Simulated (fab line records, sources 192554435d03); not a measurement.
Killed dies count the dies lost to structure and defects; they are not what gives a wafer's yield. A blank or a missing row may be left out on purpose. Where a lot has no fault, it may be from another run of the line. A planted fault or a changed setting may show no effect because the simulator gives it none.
fab line records -- flow n5_finfet -- part 1 of 2: steps 1 to 4 of 6
record: lots: 16, wafers: 48, last_day: 18
route steps=1938 shown BEOL_M2@920 BEOL_M3@970
lots untouched by any fault: they come from a run of this same line in which no faults occurred
start_h: hours from the record's first day to the start of the lot's first wafer shown -- wait_h: time in hours since the lot's previous step -- " as in the row above -- L1.1+2: several wafers, shown together as one row -- - no value, or no start was given -- * or withheld: withheld -- < > ~ a bound
route shown NAME@n: NAME is a module with steps in the file, n the number in the route of the first one -- usual: mean and standard deviation over wafers with no fault -- same: alike in all rows -- chamber/n: place in a boat -- sites: each site's reading -- _std_site: their standard deviation -- _edge_site: inner sites' mean taken away from outer sites' mean -- radius_mm: how far each site lies from the wafer's centre -- mask NAME#n: copy n -- behind: tool/chamber where the wafer was last shaped -- hold: why the lot went on hold/how many hours it stayed there/how the hold came to an end -- device: transistor that didn't switch, given as n, p or np -- end of line: at the end of the route, the tests of the same wafers -- step lacking rows: just its recipe -- killed: dies lost to structure and defects at the first sort, not the wafer's yield -- map: per-die view of a wafer (x killed, . not killed, _ where there is no die)
set.NAME: setting as actually run; set.NAME@STEP: the setting as run at that earlier step -- model.NAME: the simulator's own value behind a step, which no gauge read
a sample of lots followed through the steps of the route, with each step as a table and each wafer as a row
services: when a tool's chamber went out of use (start_h, in hours from the record's first day, below 0 if earlier), for how many hours, and the reason
== steps ==
step: N5_BEOL_M2_SPUTTER_96
recipe: material: Cu, target_thk_a: 45, temp_c: -20, chamber_pressure_pa: 0.07, power_w: withheld, time_s: 8.29
usual: chamber_pressure_pa: 0.06998/0.00014, throttle_valve_pct: 30.1/0.85
same: time_s: 8.29
lot.wafer,tool,chamber,start_h,wait_h,chamber_pressure_pa,throttle_valve_pct
L074.1,pvd_sputter-02,-,144.27,0.1,0.06981,29.6
L074.2,pvd_sputter-02,-,144.27,0.1,0.07006,29.9
L074.3,pvd_sputter-02,-,144.27,0.1,0.06992,30.8
L078.2,pvd_sputter-01,-,169.75,0.1,0.07001,31.8
L078.4,pvd_sputter-01,-,169.75,0.1,0.07018,28.9
L078.6,pvd_sputter-01,-,169.75,0.1,0.07004,32.2
L080.2,pvd_sputter-01,-,219.29,0.1,0.07026,30.1
L080.3,pvd_sputter-01,-,219.29,0.1,0.07016,29.0
L080.4,pvd_sputter-01,-,219.29,0.1,0.06994,31.9
L081.1,pvd_sputter-03,-,220.91,0.1,0.07,29.5
L081.4,pvd_sputter-03,-,220.91,0.1,0.06993,29.8
L081.5,pvd_sputter-03,-,220.91,0.1,0.06984,30.0
L082.1,pvd_sputter-02,-,222.37,0.1,0.07,30.8
L082.5,pvd_sputter-02,-,222.37,0.1,0.06999,30.2
L082.6,pvd_sputter-02,-,222.37,0.1,0.0699,31.0
L084.1,pvd_sputter-02,-,225.44,0.1,0.06998,29.8
L084.2,pvd_sputter-02,-,225.44,0.1,0.07013,30.3
L084.4,pvd_sputter-02,-,225.44,0.1,0.06986,31.1
L085.4,pvd_sputter-01,-,225.64,0.1,0.07008,29.3
L085.5,pvd_sputter-01,-,225.64,0.1,0.06996,31.7
L085.6,pvd_sputter-01,-,225.64,0.1,0.06974,30.3
L086.1,pvd_sputter-03,-,227.13,0.1,0.07008,29.8
L086.3,pvd_sputter-03,-,227.13,0.1,0.07005,29.7
L086.4,pvd_sputter-03,-,227.13,0.1,0.06994,29.2
L087.3,pvd_sputter-01,-,228.66,0.1,0.06991,30.0
L087.5,pvd_sputter-01,-,228.66,0.1,0.06998,28.8
L087.6,pvd_sputter-01,-,228.66,0.1,0.07011,30.1
L089.3,pvd_sputter-03,-,231.26,0.1,0.07006,29.8
L089.5,pvd_sputter-03,-,231.26,0.1,0.07028,29.7
L089.6,pvd_sputter-03,-,231.26,0.1,0.06999,29.9
L090.1,pvd_sputter-01,-,233.79,0.1,0.0699,31.4
L090.4,pvd_sputter-01,-,233.79,0.1,0.07009,28.9
L090.6,pvd_sputter-01,-,233.79,0.1,0.06999,30.1
L092.2,pvd_sputter-01,-,249.91,0.1,0.06995,30.3
L092.4,pvd_sputter-01,-,249.91,0.1,0.06992,30.3
L092.5,pvd_sputter-01,-,249.91,0.1,0.06973,30.3
L094.2,pvd_sputter-01,-,273.58,0.1,0.06998,32.0
L094.4,pvd_sputter-01,-,273.58,0.1,0.07009,28.8
L094.5,pvd_sputter-01,-,273.58,0.1,0.06978,30.4
L095.2,pvd_sputter-01,-,275.75,0.1,0.07054,30.2
L095.5,pvd_sputter-01,-,275.75,0.1,0.07,30.4
L095.6,pvd_sputter-01,-,275.75,0.1,0.0699,31.8
L096.2,pvd_sputter-01,-,282.41,0.1,0.0699,29.2
L096.3,pvd_sputter-01,-,282.41,0.1,0.07017,30.4
L096.5,pvd_sputter-01,-,282.41,0.1,0.07012,30.0
L097.2,pvd_sputter-03,-,298.90,0.1,0.06998,29.8
L097.3,pvd_sputter-03,-,298.90,0.1,0.07016,29.7
L097.5,pvd_sputter-03,-,298.90,0.1,0.06998,29.6
step: N5_BEOL_M3_ETCH_77
recipe: chemistry: N2/H2, target: underlayer, target_depth_a: 65, mask_material: CAR-EUV, time_s: 5.2, ion_energy_ev: 200, pressure_mtorr: 30, source_w: 840, bias_w: 150, n2_flow_sccm: 200, h2_flow_sccm: 200, ends: cleared
usual: bias_w: 150.0/0.42, drypump_motor_current_A: 5.6/0.43, etch_rf_on_time_s: 5.13/0.12, h2_flow_sccm: 199.9/0.63, oes_product_au: 0.69/0.083, rf_fwd_power_W: 819.1/2.6, rf_vpp_V: 524.8/2.2, showerhead_plenum_p_Torr: 2.58/0.07, throttle_valve_pct: 17.95/0.23
lot.wafer,tool,chamber,start_h,wait_h,bias_w,drypump_motor_current_A,etch_rf_on_time_s,h2_flow_sccm,oes_product_au,rf_fwd_power_W,rf_hours_counter_h,rf_vpp_V,showerhead_plenum_p_Torr,throttle_valve_pct
L074.1,rie_diel-01,0,147.30,0.0,149.4,5.9,5.35,199.2,0.60,818.0,225,523.6,2.55,18.58
L074.2,rie_diel-01,2,147.30,0.0,149.7,5.5,5.09,200.4,0.63,816.5,198,524.2,2.62,17.99
L074.3,rie_diel-01,1,147.30,0.0,149.6,5.2,5.39,198.8,0.59,822.1,196,528.4,2.64,18.12
L078.2,rie_diel-01,2,174.07,0.0,149.2,5.4,5.07,199.7,0.63,819.5,208,526.0,2.61,18.03
L078.4,rie_diel-01,2,174.07,0.0,149.5,5.5,5.09,199.9,0.62,818.9,-,526.2,2.61,18.02
L078.6,rie_diel-01,1,174.07,0.0,150.4,5.2,5.34,198.9,0.59,820.4,-,525.9,2.63,18.14
L080.2,rie_diel-06,3,224.07,0.0,150.2,5.2,5.08,199.0,0.79,822.0,22,521.3,2.51,17.79
L080.3,rie_diel-06,1,224.07,0.0,150.6,5.2,5.12,201.9,0.69,821.3,83,526.1,2.66,18.06
L080.4,rie_diel-06,3,224.07,0.0,150.7,5.2,5.04,199.8,0.80,822.8,-,522.8,2.51,17.81
L081.1,rie_diel-06,2,224.42,0.0,150.5,6.2,5.01,200.8,0.59,818.5,229,524.0,2.62,17.86
L081.4,rie_diel-06,1,224.42,0.0,149.7,5.2,5.09,199.3,0.69,818.7,-,526.4,2.66,18.06
L081.5,rie_diel-06,3,224.42,0.0,149.7,5.1,5.07,200.0,0.80,823.2,-,522.2,2.51,17.83
L082.1,rie_diel-06,2,225.57,0.0,150.3,6.2,5.08,200.5,0.59,822.6,229,525.0,2.62,17.86
L082.5,rie_diel-06,1,225.57,0.0,149.4,5.2,5.13,200.0,0.68,816.0,-,528.3,2.66,18.04
L082.6,rie_diel-06,2,225.57,0.0,149.8,6.2,5.09,199.3,0.59,821.6,-,526.3,2.62,17.85
L084.1,rie_diel-06,1,229.40,0.0,150.1,5.2,5.09,199.2,0.70,818.1,85,526.5,2.66,18.05
L084.2,rie_diel-06,3,229.40,0.0,150.1,5.1,5.07,200.9,0.80,814.9,24,523.3,2.51,17.80
L084.4,rie_diel-06,1,229.40,0.0,150.1,5.2,5.16,200.0,0.68,822.9,-,527.7,2.66,18.05
L085.4,rie_diel-06,3,230.10,0.0,149.8,5.1,5.00,199.7,0.79,819.0,-,522.6,2.51,17.80
L085.5,rie_diel-06,1,230.10,0.0,150.7,5.2,5.08,199.7,0.69,812.9,-,528.6,2.66,18.05
L085.6,rie_diel-06,3,230.10,0.0,149.8,5.1,5.07,198.9,0.78,815.0,-,522.9,2.51,17.80
L086.1,rie_diel-01,3,231.77,0.0,149.9,6.4,5.30,199.8,0.74,815.5,21,523.6,2.61,17.52
L086.3,rie_diel-01,1,231.77,0.0,150.4,5.2,5.35,199.0,0.57,820.5,231,525.7,2.62,18.18
L086.4,rie_diel-01,2,231.77,0.0,149.7,5.5,5.13,200.1,0.61,822.1,229,527.2,2.60,18.05
L087.3,rie_diel-01,3,234.77,0.0,149.6,6.4,5.29,200.3,0.74,817.3,23,524.6,2.60,17.53
L087.5,rie_diel-01,3,234.77,0.0,150.0,6.4,5.34,199.6,0.74,816.7,-,524.8,2.60,17.52
L087.6,rie_diel-01,0,234.77,0.0,150.3,5.9,5.23,199.2,0.79,816.9,-,526.3,2.54,18.10
L089.3,rie_diel-06,3,236.69,0.0,150.7,5.1,5.05,200.7,0.79,820.7,28,523.8,2.51,17.81
L089.5,rie_diel-06,3,236.69,0.0,150.4,5.1,5.03,199.8,0.79,822.1,-,521.1,2.50,17.80
L089.6,rie_diel-06,0,236.69,0.0,149.9,5.5,5.11,201.0,0.77,819.9,-,523.1,2.48,17.74
L090.1,rie_diel-06,0,237.33,0.0,150.0,5.5,5.08,199.6,0.76,820.9,28,525.4,2.48,17.74
L090.4,rie_diel-06,2,237.33,0.0,150.2,6.2,4.97,200.6,0.59,815.2,233,525.2,2.62,17.83
L090.6,rie_diel-06,3,237.33,0.0,150.2,5.1,5.04,201.2,0.77,814.2,-,521.0,2.51,17.79
L092.2,rie_diel-01,1,256.69,0.0,150.1,5.2,5.34,200.5,0.57,818.7,241,525.0,2.62,18.21
L092.4,rie_diel-01,3,256.69,0.0,149.9,6.3,5.29,201.4,0.73,823.7,31,524.1,2.60,17.55
L092.5,rie_diel-01,0,256.69,0.0,149.8,5.9,5.19,200.0,0.76,822.7,-,522.7,2.53,18.13
L094.2,rie_diel-01,0,277.05,0.0,150.6,5.9,5.19,199.9,0.76,819.4,17,522.4,2.53,18.15
L094.4,rie_diel-01,2,277.05,0.0,149.3,5.5,5.10,199.5,0.60,817.1,243,525.9,2.60,18.09
L094.5,rie_diel-01,3,277.05,0.0,151.0,6.3,5.36,200.7,0.72,820.5,-,524.7,2.60,17.54
L095.2,rie_diel-06,3,281.34,0.0,149.7,5.2,5.09,199.8,0.77,820.6,40,523.2,2.50,17.83
L095.5,rie_diel-06,2,281.34,0.0,149.6,6.2,5.02,200.9,0.59,816.8,-,525.0,2.61,17.86
L095.6,rie_diel-06,3,281.34,0.0,150.3,5.1,5.06,200.0,0.77,818.6,-,521.8,2.50,17.83
L096.2,rie_diel-06,3,286.32,0.0,150.6,5.1,5.02,200.8,0.77,819.3,41,523.4,2.50,17.83
L096.3,rie_diel-06,2,286.32,0.0,150.3,6.2,5.00,199.7,0.58,818.3,247,526.2,2.61,17.84
L096.5,rie_diel-06,3,286.32,0.0,150.3,5.1,5.05,200.1,0.77,817.8,-,523.5,2.50,17.84
L097.2,rie_diel-06,1,301.78,0.0,150.6,5.2,5.00,199.5,0.68,814.9,107,527.6,2.65,18.08
L097.3,rie_diel-06,0,301.78,0.0,149.7,5.6,5.02,200.1,0.74,814.6,44,521.5,2.47,17.78
L097.5,rie_diel-06,1,301.78,0.0,150.3,5.2,5.02,199.4,0.67,818.9,-,528.5,2.65,18.11
step: N5_BEOL_M3_ETCHBACK_99
recipe: chemistry: CHF3, target: SiO2, target_depth_a: 50, time_s: 10.4, source_w: 215, bias_w: 47, Ar_flow_sccm: 200, CHF3_flow_sccm: 12, ion_energy_ev: 100, pressure_mtorr: 30
usual: bias_w: 47.01/0.15, drypump_motor_current_A: 5.6/0.42, oes_product_au: 0.79/0.094, rf_fwd_power_W: 212.2/0.97, rf_vpp_V: 240/5.9, showerhead_plenum_p_Torr: 2.18/0.081, throttle_valve_pct: 17.12/0.27
same: time_s: 10.4
lot.wafer,tool,chamber,start_h,wait_h,bias_w,drypump_motor_current_A,oes_product_au,rf_fwd_power_W,rf_hours_counter_h,rf_vpp_V,showerhead_plenum_p_Torr,throttle_valve_pct
L074.1,rie_diel-02,3,153.06,5.6,47.12,6.3,0.77,212.9,120,243,1.98,17.09
L074.2,rie_diel-02,0,153.06,5.6,47.00,5.6,0.74,212.4,169,249,2.22,17.26
L074.3,rie_diel-02,2,153.06,5.6,47.20,5.7,0.92,214.2,24,239,2.29,17.02
L078.2,rie_diel-01,0,174.29,0.1,47.04,5.9,0.69,211.4,235,234,2.11,17.44
L078.4,rie_diel-01,2,174.29,0.1,46.78,5.5,0.72,213.0,-,237,2.24,17.35
L078.6,rie_diel-01,0,174.29,0.1,46.99,5.9,0.69,211.6,-,236,2.11,17.46
L080.2,rie_diel-06,1,225.18,1.0,47.11,5.2,0.81,211.8,83,247,2.25,17.24
L080.3,rie_diel-06,2,225.18,1.0,47.17,6.2,0.69,213.0,229,240,2.18,16.80
L080.4,rie_diel-06,1,225.18,1.0,47.10,5.2,0.81,211.8,-,247,2.25,17.24
L081.1,rie_diel-02,3,225.21,0.6,47.10,6.3,0.75,212.6,147,242,1.97,17.13
L081.4,rie_diel-02,2,225.21,0.6,46.88,5.8,0.88,213.9,50,238,2.28,17.06
L081.5,rie_diel-02,3,225.21,0.6,46.75,6.3,0.75,212.8,-,242,1.97,17.14
L082.1,rie_diel-01,1,226.68,1.0,47.06,5.2,0.68,210.3,228,237,2.24,17.42
L082.5,rie_diel-01,1,226.68,1.0,46.86,5.2,0.69,210.8,-,238,2.24,17.44
L082.6,rie_diel-01,2,226.68,1.0,47.06,5.5,0.72,213.0,-,238,2.23,17.37
L084.1,rie_diel-06,1,230.85,1.2,46.91,5.2,0.80,211.8,86,248,2.25,17.24
L084.2,rie_diel-06,3,230.85,1.2,47.13,5.1,0.92,212.0,25,229,2.12,17.05
L084.4,rie_diel-06,3,230.85,1.2,47.36,5.1,0.93,212.5,-,230,2.12,17.03
L085.4,rie_diel-01,1,231.15,0.9,46.81,5.2,0.68,211.0,231,237,2.24,17.46
L085.5,rie_diel-01,1,231.15,0.9,46.88,5.2,0.68,210.6,-,235,2.24,17.44
L085.6,rie_diel-01,2,231.15,0.9,47.13,5.5,0.71,213.7,-,239,2.23,17.40
L086.1,rie_diel-01,2,234.03,2.1,47.01,5.5,0.72,213.5,230,240,2.23,17.40
L086.3,rie_diel-01,0,234.03,2.1,47.01,5.9,0.95,211.9,2,235,2.11,17.00
L086.4,rie_diel-01,3,234.03,2.1,46.77,6.4,0.87,212.9,22,241,2.17,16.48
L087.3,rie_diel-06,3,236.77,1.7,47.09,5.1,0.91,211.5,29,230,2.12,17.03
L087.5,rie_diel-06,3,236.77,1.7,47.13,5.1,0.91,210.9,-,230,2.12,17.04
L087.6,rie_diel-06,0,236.77,1.7,47.05,5.5,0.89,210.7,-,253,2.10,16.90
L089.3,rie_diel-06,3,239.43,2.6,47.22,5.1,0.91,212.4,30,229,2.12,17.05
L089.5,rie_diel-06,1,239.43,2.6,46.91,5.2,0.79,212.0,-,247,2.25,17.27
L089.6,rie_diel-06,0,239.43,2.6,47.35,5.5,0.90,211.5,-,253,2.10,16.91
L090.1,rie_diel-01,3,239.56,2.1,46.89,6.4,0.87,212.7,25,242,2.17,16.48
L090.4,rie_diel-01,2,239.56,2.1,46.90,5.5,0.71,214.1,232,238,2.23,17.41
L090.6,rie_diel-01,0,239.56,2.1,47.08,5.9,0.93,212.2,-,234,2.11,16.99
L092.2,rie_diel-01,1,261.14,4.3,46.91,5.2,0.67,211.2,242,236,2.24,17.47
L092.4,rie_diel-01,2,261.14,4.3,46.83,5.5,0.71,212.8,239,239,2.23,17.42
L092.5,rie_diel-01,2,261.14,4.3,46.97,5.5,0.71,213.0,-,238,2.23,17.42
L094.2,rie_diel-01,2,279.48,2.3,47.18,5.5,0.70,212.6,244,238,2.23,17.43
L094.4,rie_diel-01,3,279.48,2.3,47.30,6.4,0.84,212.8,37,240,2.17,16.50
L094.5,rie_diel-01,0,279.48,2.3,47.00,5.9,0.89,212.2,-,236,2.10,17.02
L095.2,rie_diel-01,1,283.90,1.7,46.91,5.2,0.66,209.6,249,236,2.23,17.47
L095.5,rie_diel-01,0,283.90,1.7,46.89,5.9,0.89,212.2,-,236,2.10,17.02
L095.6,rie_diel-01,2,283.90,1.7,47.02,5.5,0.70,213.6,-,238,2.23,17.42
L096.2,rie_diel-06,1,289.49,3.0,47.00,5.2,0.78,212.3,104,248,2.24,17.30
L096.3,rie_diel-06,3,289.49,3.0,46.99,5.1,0.89,211.7,42,229,2.12,17.07
L096.5,rie_diel-06,3,289.49,3.0,46.97,5.1,0.88,211.7,-,229,2.12,17.06
L097.2,rie_diel-02,1,302.33,0.4,47.10,5.7,0.72,212.4,183,237,2.15,17.11
L097.3,rie_diel-02,2,302.33,0.4,47.15,5.7,0.88,212.3,53,238,2.28,17.05
L097.5,rie_diel-02,3,302.33,0.4,46.88,6.3,0.75,212.5,-,242,1.97,17.13
step: N5_BEOL_M3_ETCH_70
recipe: chemistry: N2/H2, target: SOC, target_depth_a: 800, overetch_a: 160, mask_material: SiARC, temp_c: 40, time_s: 120, ion_energy_ev: 200, pressure_mtorr: 30, source_w: 840, bias_w: 150, n2_flow_sccm: 200, h2_flow_sccm: 200
usual: bias_w: 149.9/0.47, drypump_motor_current_A: 5.7/0.42, h2_flow_sccm: 199.9/0.54, oes_product_au: 0.61/0.068, rf_fwd_power_W: 835.2/2.7, rf_vpp_V: 524.8/2.8, showerhead_plenum_p_Torr: 2.58/0.092, temp_c: 40.02/0.12, throttle_valve_pct: 17.96/0.23
same: time_s: 120
lot.wafer,tool,chamber,start_h,wait_h,bias_w,drypump_motor_current_A,h2_flow_sccm,oes_product_au,rf_fwd_power_W,rf_hours_counter_h,rf_vpp_V,showerhead_plenum_p_Torr,temp_c,throttle_valve_pct
L074.1,rie_diel-02,3,153.09,0.0,149.9,6.3,199.9,0.59,839.2,120,520.8,2.34,39.88,17.91
L074.2,rie_diel-02,0,153.09,0.0,149.5,5.7,200.3,0.56,836.0,169,526.6,2.68,40.18,18.36
L074.3,rie_diel-02,2,153.09,0.0,149.6,5.7,199.6,0.71,837.1,24,529.6,2.72,40.03,18.00
L078.2,rie_diel-01,0,174.33,0.0,150.4,5.9,200.1,0.54,833.0,235,521.7,2.54,40.10,18.52
L078.4,rie_diel-01,2,174.33,0.0,149.7,5.5,200.1,0.55,836.1,-,527.9,2.61,40.11,17.98
L078.6,rie_diel-01,0,174.33,0.0,150.1,5.9,199.4,0.54,831.5,-,524.2,2.54,40.12,18.54
L080.2,rie_diel-06,1,225.21,0.0,149.6,5.2,199.3,0.61,833.3,83,526.8,2.66,40.00,17.98
L080.3,rie_diel-06,2,225.21,0.0,149.7,6.2,200.3,0.52,835.7,229,524.7,2.62,40.00,17.79
L080.4,rie_diel-06,1,225.21,0.0,149.7,5.2,200.3,0.61,833.7,-,527.5,2.66,40.12,18.01
L081.1,rie_diel-02,3,225.25,0.0,150.1,6.3,200.5,0.57,829.3,147,519.2,2.33,39.96,17.97
L081.4,rie_diel-02,2,225.25,0.0,149.5,5.8,199.5,0.68,835.3,50,528.2,2.71,40.22,18.04
L081.5,rie_diel-02,3,225.25,0.0,150.5,6.3,200.2,0.58,832.8,-,517.8,2.33,40.08,17.97
L082.1,rie_diel-01,1,226.72,0.0,149.5,5.2,200.4,0.52,833.8,228,526.1,2.62,40.02,18.14
L082.5,rie_diel-01,1,226.72,0.0,150.3,5.2,199.4,0.53,834.3,-,525.1,2.62,40.00,18.14
L082.6,rie_diel-01,2,226.72,0.0,149.8,5.5,200.5,0.54,835.8,-,525.9,2.60,39.78,18.01
L084.1,rie_diel-06,1,230.90,0.0,148.9,5.2,200.4,0.61,832.2,86,528.9,2.66,40.11,18.01
L084.2,rie_diel-06,3,230.90,0.0,149.7,5.1,200.1,0.71,836.7,25,521.2,2.51,40.09,17.77
L084.4,rie_diel-06,3,230.90,0.0,149.6,5.1,199.5,0.70,834.2,-,522.8,2.51,40.06,17.75
L085.4,rie_diel-01,1,231.19,0.0,150.6,5.2,200.5,0.53,830.1,231,525.7,2.62,40.15,18.13
L085.5,rie_diel-01,1,231.19,0.0,150.1,5.2,199.9,0.52,831.1,-,524.7,2.62,40.06,18.14
L085.6,rie_diel-01,2,231.19,0.0,149.8,5.5,200.2,0.55,834.6,-,525.9,2.60,40.03,18.03
L086.1,rie_diel-01,2,234.07,0.0,149.7,5.5,199.9,0.55,838.7,230,526.7,2.60,39.87,18.03
L086.3,rie_diel-01,0,234.07,0.0,150.4,5.9,200.9,0.73,834.5,2,522.2,2.54,40.00,18.07
L086.4,rie_diel-01,3,234.07,0.0,150.7,6.4,200.0,0.66,837.9,22,526.3,2.61,39.98,17.49
L087.3,rie_diel-06,3,236.81,0.0,151.1,5.2,199.2,0.69,836.4,29,521.4,2.50,39.98,17.76
L087.5,rie_diel-06,3,236.81,0.0,150.3,5.2,199.4,0.69,836.6,-,521.9,2.51,39.94,17.76
L087.6,rie_diel-06,0,236.81,0.0,149.3,5.5,200.2,0.67,836.2,-,523.7,2.48,40.05,17.70
L089.3,rie_diel-06,3,239.47,0.0,149.7,5.1,199.2,0.69,833.3,30,522.5,2.50,40.03,17.77
L089.5,rie_diel-06,1,239.47,0.0,149.5,5.3,200.4,0.60,834.0,-,527.5,2.66,40.03,18.02
L089.6,rie_diel-06,0,239.47,0.0,150.0,5.5,199.4,0.68,834.1,-,522.8,2.48,39.88,17.69
L090.1,rie_diel-01,3,239.60,0.0,149.5,6.4,200.0,0.67,837.4,25,526.3,2.60,39.84,17.48
L090.4,rie_diel-01,2,239.60,0.0,150.1,5.5,200.7,0.55,838.2,232,526.5,2.60,40.09,18.03
L090.6,rie_diel-01,0,239.60,0.0,149.8,5.9,199.2,0.71,836.5,-,523.2,2.54,40.18,18.10
L092.2,rie_diel-01,1,261.18,0.0,150.0,5.2,200.0,0.52,832.0,242,525.5,2.62,39.99,18.16
L092.4,rie_diel-01,2,261.18,0.0,149.1,5.5,199.7,0.55,838.1,239,527.3,2.60,39.80,18.04
L092.5,rie_diel-01,2,261.18,0.0,150.0,5.5,200.0,0.54,835.2,-,525.4,2.60,39.99,18.03
L094.2,rie_diel-01,2,279.52,0.0,149.9,5.5,199.1,0.54,838.4,244,525.6,2.60,39.87,18.05
L094.4,rie_diel-01,3,279.52,0.0,149.8,6.4,199.8,0.66,839.3,37,526.0,2.60,40.14,17.50
L094.5,rie_diel-01,0,279.52,0.0,150.5,5.9,199.8,0.68,838.4,-,522.4,2.53,40.03,18.11
L095.2,rie_diel-01,1,283.94,0.0,149.7,5.2,199.8,0.52,828.4,249,525.3,2.62,40.08,18.16
L095.5,rie_diel-01,0,283.94,0.0,149.7,5.9,200.0,0.67,835.8,-,523.3,2.53,39.97,18.13
L095.6,rie_diel-01,2,283.94,0.0,149.8,5.5,200.0,0.53,836.4,-,526.1,2.60,40.00,18.05
L096.2,rie_diel-06,1,289.53,0.0,149.7,5.2,199.9,0.59,834.5,104,527.7,2.65,40.00,18.05
L096.3,rie_diel-06,3,289.53,0.0,149.9,5.1,200.9,0.67,831.8,42,520.4,2.50,40.08,17.78
L096.5,rie_diel-06,3,289.53,0.0,149.8,5.1,200.7,0.67,833.3,-,521.1,2.50,39.88,17.79
L097.2,rie_diel-02,1,302.37,0.0,150.2,5.8,199.4,0.54,831.2,183,523.1,2.53,40.02,17.77
L097.3,rie_diel-02,2,302.37,0.0,149.6,5.7,200.1,0.67,837.3,53,528.4,2.71,40.05,18.06
L097.5,rie_diel-02,3,302.37,0.0,150.2,6.3,200.0,0.57,836.8,-,517.4,2.33,39.82,17.98
